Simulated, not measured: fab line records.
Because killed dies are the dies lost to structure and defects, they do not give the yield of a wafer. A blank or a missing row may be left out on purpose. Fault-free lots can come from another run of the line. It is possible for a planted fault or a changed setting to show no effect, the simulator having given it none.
A struck lot beside a sound one	flow nand harc	6 out of 1302 route steps
Sound: wafers L741.2, L741.4, L741.6. The struck wafers were L735.4, L735.5, L735.6. At the end, the cause is stated.
Each step with rows lists, per side, the tool, then ch with its chambers, then its first start. Under that, the readings that differ: sound wafers	struck wafers	difference of the means	sigmas: that difference in standard deviations of wafers without a fault.
alike: readings whose means differ by less than 2 such deviations, and words and numbers that are the same on both sides. not compared: withheld readings, readings that some wafer has no value for, bounds like >300 that may hide the same value, and numbers for which the record gives no deviation and whose values overlap.
The two part at a step that has a row with sigmas, a row that says differs or no value, or rows on one side only. Non-overlapping numbers with no deviation appear without sigmas and do not part them. Lack of a reading on every wafer of one side parts them only where that side has two or more wafers.

NHARC_P_START_INSPECT_01:
  sound: defect inspect-02 at day 11 00:03; struck: defect inspect-02 at day 8 12:02
  alike: raw defect count
then, 2 steps without rows for these wafers: NHARC_P_ZERO_WELL_PRECLEAN_00 (cleans in SPM, time 600 s); NHARC_P_ZERO_WELL_SRD_01.
NHARC_P_ZERO_WELL_PECVD_02: deposits SiO2, target thk 10 nm.
  sound on pecvd-02 ch 1,2, day 11 00:29; struck on pecvd-04 ch 0,2, day 8 12:34
reading	sound	struck	difference	sigmas
chamber pressure Torr (Torr)	6.481 6.527 6.496	- - -	no value on the struck wafers	
  not compared: since wet clean h
then, 1 step without rows for these wafers: NHARC_P_ZERO_WELL_DEHYDRATE_03 (time 120 s).
-- jump in the record: it breaks off in module P_ZERO_WELL and resumes in module END (first step shown: number 1302 of the route), and 23 days separate the struck wafers' starts before and after --
NHARC_END_SORT_01:
  here the record holds rows for the struck wafers (prober-01 ch 0, day 31 16:27) but none for the sound ones

## WHERE THEY PART
Last at NHARC_END_SORT_01 as far as this record goes, first at NHARC_P_ZERO_WELL_PECVD_02.

WHY: the cause the simulator had injected
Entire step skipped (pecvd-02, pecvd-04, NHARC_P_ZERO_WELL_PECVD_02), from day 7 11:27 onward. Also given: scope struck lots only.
